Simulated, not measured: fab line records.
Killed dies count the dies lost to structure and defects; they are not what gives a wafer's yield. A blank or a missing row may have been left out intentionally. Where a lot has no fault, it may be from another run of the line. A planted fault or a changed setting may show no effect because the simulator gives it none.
Chamber matching	flow nand_harc	NHARC_A_BLC_ALD_23 on ald_metal-03 has 4 sister chambers
The step deposits TiN, target thk 3 nm, pulse time 1 s, ald cycles 150. 4 wafers are shown with their chamber, then 8 later ones without.

EACH WAFER AND ITS CHAMBER
wafer	chamber	heater_power_w (W)
L084.1	1	1144
L089.2	2	1127
L089.3	0	1169
L091.2	3	1156

WAFERS WITH NO CHAMBER GIVEN
wafer	heater_power_w (W)
L091.3	1169
L091.4	1135
L092.1	1184
L092.2	1087
L092.4	1134
L096.3	1163
L096.4	1067
L096.6	1137

WHICH CHAMBER EACH WENT THROUGH
wafer	from the rows above	in truth
L091.3	can't be placed: 0 or 3 or 1 or 2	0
L091.4	can't be placed: 2 or 1 or 3 or 0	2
L092.1	can't be placed: 0 or 3 or 1 or 2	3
L092.2	can't be placed: 2 or 1 or 3 or 0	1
L092.4	can't be placed: 2 or 1 or 3 or 0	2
L096.3	can't be placed: 0 or 3 or 1 or 2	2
L096.4	can't be placed: 2 or 1 or 3 or 0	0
L096.6	can't be placed: 1 or 2 or 3 or 0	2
Correct placement for 0 of the 8. Unplaceable from these rows: 8, with the true chamber sitting among the candidates in 8. Number placed wrongly: 0.
How it was worked out, from the rows above alone: a wafer's distance from a chamber is the root of the sum, over the readings, of the square of ((its reading less the chamber's mean) divided by the reading's scatter). If the next closest chamber is less than 2 further off than the closest, the wafer can't be placed; otherwise it belongs to the closest. A chamber's mean is the mean of its shown wafers. The scatter: root of mean squared gap, hidden wafer to nearest shown wafer, with one shown wafer a chamber.
